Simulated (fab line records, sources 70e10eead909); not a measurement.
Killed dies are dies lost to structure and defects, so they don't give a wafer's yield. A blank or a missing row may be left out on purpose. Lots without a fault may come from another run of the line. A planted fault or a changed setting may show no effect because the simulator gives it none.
Chamber matching | flow nand_harc | NHARC_A_SGD_CUT_ETCHBACK_24 on rie_diel-08: 4 sister chambers
The step etches the open film in CH3F/O2, target depth 50 nm, time 92.857 s. 14 wafers are shown with their chamber, then 7 later ones without.

WAFERS WITH THEIR CHAMBER
wafer  | chamber | showerhead_plenum_p_Torr (Torr) | drypump_motor_current_A (A) | rf_vpp_V (V)
L076.2 | 2       | 2.43                            | 5.6                         | 241.1
L076.3 | 1       | 2.36                            | 6.2                         | 243.3
L076.4 | 0       | 2.30                            | 5.5                         | 240.8
L082.3 | 1       | 2.36                            | 6.2                         | 241.1
L082.4 | 0       | 2.30                            | 5.5                         | 243.5
L082.5 | 3       | 2.62                            | 6.4                         | 246.5
L086.1 | 1       | 2.36                            | 6.2                         | 243.1
L086.4 | 2       | 2.43                            | 5.6                         | 245.0
L086.6 | 0       | 2.30                            | 5.5                         | 242.0
L085.2 | 1       | 2.36                            | 6.2                         | 242.9
L085.3 | 2       | 2.43                            | 5.6                         | 243.4
L085.4 | 0       | 2.29                            | 5.5                         | 242.5
L088.2 | 3       | 2.62                            | 6.3                         | 247.0
L088.3 | 1       | 2.36                            | 6.2                         | 241.3

SIGNATURES (means of the wafers above)
reading                  | chamber 0 | chamber 1 | chamber 2 | chamber 3 | scatter within a chamber
showerhead_plenum_p_Torr | 2.2975    | 2.3600    | 2.4300    | 2.6200    | 0.00274
drypump_motor_current_A  | 5.500     | 6.200     | 5.600     | 6.350     | 0.0224
rf_vpp_V                 | 242.200   | 242.340   | 243.167   | 246.750   | 1.27
Rule: a wafer's distance from a chamber is the root of the sum, over the readings, of the square of ((its reading less the chamber's mean) divided by the reading's scatter). The wafer belongs to the nearest chamber; if the next one is less than 2 further off, it can't be placed. The scatter: the root of (the sum of the squares of (reading less its chamber's mean) over the shown wafers, divided by (wafers less chambers)).

WAFERS WITHOUT THEIR CHAMBER
wafer  | showerhead_plenum_p_Torr (Torr) | drypump_motor_current_A (A) | rf_vpp_V (V)
L088.5 | 2.62                            | 6.4                         | 245.7
L094.1 | 2.62                            | 6.3                         | 246.5
L094.4 | 2.43                            | 5.6                         | 244.9
L094.5 | 2.36                            | 6.1                         | 242.9
L097.1 | 2.43                            | 5.6                         | 244.1
L097.4 | 2.43                            | 5.6                         | 243.0
L097.5 | 2.29                            | 5.5                         | 241.6

WHICH CHAMBER EACH WENT THROUGH
wafer  | from the rows above | in truth
L088.5 | 3                   | 3
L094.1 | 3                   | 3
L094.4 | 2                   | 2
L094.5 | 1                   | 1
L097.1 | 2                   | 2
L097.4 | 2                   | 2
L097.5 | 0                   | 0
Placed correctly: 7 of 7. Can't be placed from these rows: 0. Placed wrongly: 0.
